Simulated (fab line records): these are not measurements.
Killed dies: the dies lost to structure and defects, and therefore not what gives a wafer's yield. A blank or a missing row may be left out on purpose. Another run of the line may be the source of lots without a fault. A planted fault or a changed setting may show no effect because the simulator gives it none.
Struck lot and sound lot, side by side ; flow nand_harc ; 42 out of 1302 route steps
Sound: these wafers, L795.2, L795.3, L795.5. Struck: wafer L789.6 (left out: L789.1, L789.3 of the same lot, which were not struck); the cause appears at the end.
Per side, at each step with rows, come the tool, then ch with its chambers, and then its first start. Under that, the readings that differ: sound wafers ; struck wafers ; difference of the means ; sigmas: that difference in standard deviations of wafers without a fault.
alike: same words and numbers on both sides, and readings whose means sit less than 2 such deviations apart. not compared: any withheld reading, any reading some wafer has no value for, any bound like >300 that may hide the same value, and any number with overlapping values for which the record gives no deviation.
A row with sigmas, a row that says differs or no value, or rows on one side alone: a step with any of these is where the two part. When numbers do not overlap yet have no deviation, they are printed without sigmas and do not part them. Lack of a reading on every wafer of one side parts them only where that side has two or more wafers.

first, 2 steps without rows for these wafers: NHARC_A_CONTACT_ETCH_48 (etches the open film in CF4, target depth 39 nm, time 65 s); NHARC_A_CONTACT_ETCH_49 (etches the open film in N2/H2, target depth 260 nm, time 475.3 s).
NHARC_A_CONTACT_ETCH_50: etches the open film in CF4/CHF3, target depth 121 nm, time 60.5 s.
  sound on rie_diel-04 ch 0,3; struck on rie_diel-04 ch 0
  alike: chamber_pressure_mTorr, drypump_motor_current_A, oes_product_au, rf_vpp_V, showerhead_plenum_p_Torr, throttle_valve_pct
  not compared: rf_hours_counter_h
NHARC_A_CONTACT_ETCH_51: etches the open film in O2/COS, target depth 7000 nm, time 1820 s.
  sound on rie_diel-04 ch 0,3; struck on rie_diel-04 ch 0
reading;sound;struck;difference;sigmas
rf_vpp_V (V);315.0 313.5 313.9;318.1;+4.0;+2
  alike: chamber_pressure_mTorr, drypump_motor_current_A, oes_product_au, showerhead_plenum_p_Torr, throttle_valve_pct
  not compared: rf_hours_counter_h
NHARC_A_CONTACT_ETCH_111: etches the open film in C4F8/O2/Ar, time 140 s, target depth 700 nm.
  sound on har_cap_etch-02 ch 0,1, day 27 07:55; struck on har_cap_etch-01 ch 0, day 24 21:13
  alike: chamber_pressure_mTorr
  not compared: rf_hours_counter_h
then, 7 steps without rows for these wafers: NHARC_A_CONTACT_ETCH_112 (etches the open film in C4F8/O2/Ar, time 190 s, target depth 1850 nm); NHARC_A_CONTACT_ETCH_113 (etches the open film in C4F8/O2/Ar, time 190 s, target depth 1850 nm); NHARC_A_CONTACT_ETCH_114 (etches the open film in C4F8/O2/Ar, time 190 s, target depth 1850 nm); NHARC_A_CONTACT_ETCH_115 (etches the open film in C4F8/O2/Ar, time 190 s, target depth 1850 nm); NHARC_A_CONTACT_ETCH_116 (etches the open film in C4F8/O2/Ar, time 190 s, target depth 1850 nm); NHARC_A_CONTACT_ETCH_117 (etches the open film in C4F8/O2/Ar, time 190 s, target depth 1850 nm); NHARC_A_CONTACT_ETCH_118 (etches the open film in C4F8/O2/Ar, time 190 s, target depth 1850 nm).
NHARC_A_CONTACT_ETCH_119: etches the open film in C4F8/O2/Ar, time 190 s, target depth 1850 nm.
  sound on har_cap_etch-02 ch 0,1, day 27 09:18; struck on har_cap_etch-01 ch 0, day 24 22:37
  alike: chamber_pressure_mTorr
  not compared: rf_hours_counter_h
then, 1 step without rows for these wafers: NHARC_A_CONTACT_ETCH_120 (etches the open film in C4F8/O2/Ar, time 190 s, target depth 1850 nm).
NHARC_A_CONTACT_ETCH_121: etches the open film in C4F8/O2/Ar, time 190 s, target depth 1850 nm.
  sound on har_cap_etch-02 ch 0,1, day 27 09:38; struck on har_cap_etch-01 ch 0, day 24 22:57
  alike: chamber_pressure_mTorr
  not compared: rf_hours_counter_h
then, 2 steps without rows for these wafers: NHARC_A_CONTACT_ETCH_122 (etches the open film in C4F8/O2/Ar, time 190 s, target depth 1850 nm); NHARC_A_CONTACT_ETCH_123 (etches the open film in C4F8/O2/Ar, time 490 s, target depth 2110 nm).
NHARC_A_CONTACT_ETCH_90: etches the open film in CH3F/O2, target depth 40 nm, time 85.7 s.
  sound on rie_diel-04 ch 0,1,3, day 27 10:58; struck on rie_diel-01 ch 0, day 25 00:14
  alike: chamber_pressure_mTorr, drypump_motor_current_A, oes_product_au, rf_vpp_V, showerhead_plenum_p_Torr, throttle_valve_pct
  not compared: rf_hours_counter_h
then, 1 step without rows for these wafers: NHARC_A_CONTACT_ETCH_96 (etches the open film in C4F6/O2, target depth 20 nm, time 10 s).
NHARC_A_CONTACT_CD_MEAS_53:
  sound on cd_sem-01, day 27 11:10; struck on cd_sem-02, day 25 00:26
  alike: cd_nm
then, 18 steps without rows for these wafers: NHARC_A_CONTACT_STRIP_99 (strips in N2/H2); NHARC_A_CONTACT_STRIP_100 (strips in CF4/CHF3); NHARC_A_CONTACT_STRIP_101 (strips in O2/COS); NHARC_A_CONTACT_ETCH_102 (etches the open film in CF4/O2, target depth 100 nm, overetch 10 nm, time 55 s); NHARC_A_CONTACT_STRIP_55 (strips in O2); NHARC_A_CONTACT_STRIP_56 (strips in post etch residue remover, time 600 s); NHARC_A_CONTACT_DEP_57 (deposits aC, target thk 5300 nm); NHARC_A_CONTACT_DEP_58 (deposits SiON, target thk 90 nm); NHARC_A_CONTACT_DEHYDRATE_59 (time 120 s); NHARC_A_CONTACT_HMDS_60 (time 30 s); NHARC_A_CONTACT_COAT_61 (time 75 s); NHARC_A_CONTACT_COAT_62 (time 65 s); NHARC_A_CONTACT_COAT_63 (resist thk 90 nm); NHARC_A_CONTACT_SOFTBAKE_64 (time 55 s); NHARC_A_CONTACT_EBR_65; NHARC_A_CONTACT_EXPOSE_66 (exposes mask A CC 2); NHARC_A_CONTACT_PEB_67 (peb time 65 s); NHARC_A_CONTACT_DEVELOP_68 (develop time 35 s).
NHARC_A_CONTACT_CD_MEAS_69: target cd 300 nm.
  sound on cd_sem-01 ch 0, day 27 16:07; struck on cd_sem-03 ch 0, day 25 05:21
  alike: cd_nm
NHARC_A_CONTACT_OVL_MEAS_70:
  sound on overlay-02, day 27 16:12; struck on overlay-01, day 25 05:26
reading;sound;struck;difference;sigmas
overlay_x_nm (nm);-2.1 -2.7 -2.0;0.3;+2.6;+3
  alike: overlay_y_nm
then, 1 step without rows for these wafers: NHARC_A_CONTACT_DESCUM_74 (chemistry O2, time 3 s).
-- the record jumps here: 3 days lie between the struck wafers' starts before and after (it left off in module A_CONTACT and takes up again in module END, whose first step shown is number 1302 of the route) --
NHARC_END_SORT_01:
  here the record holds rows for the struck wafers (prober-02 ch 0, day 27 18:45) but none for the sound ones

== WHERE THEY PART ==
First at NHARC_A_CONTACT_ETCH_51; last, within this record, at NHARC_END_SORT_01.

WHY: what the simulator had put in
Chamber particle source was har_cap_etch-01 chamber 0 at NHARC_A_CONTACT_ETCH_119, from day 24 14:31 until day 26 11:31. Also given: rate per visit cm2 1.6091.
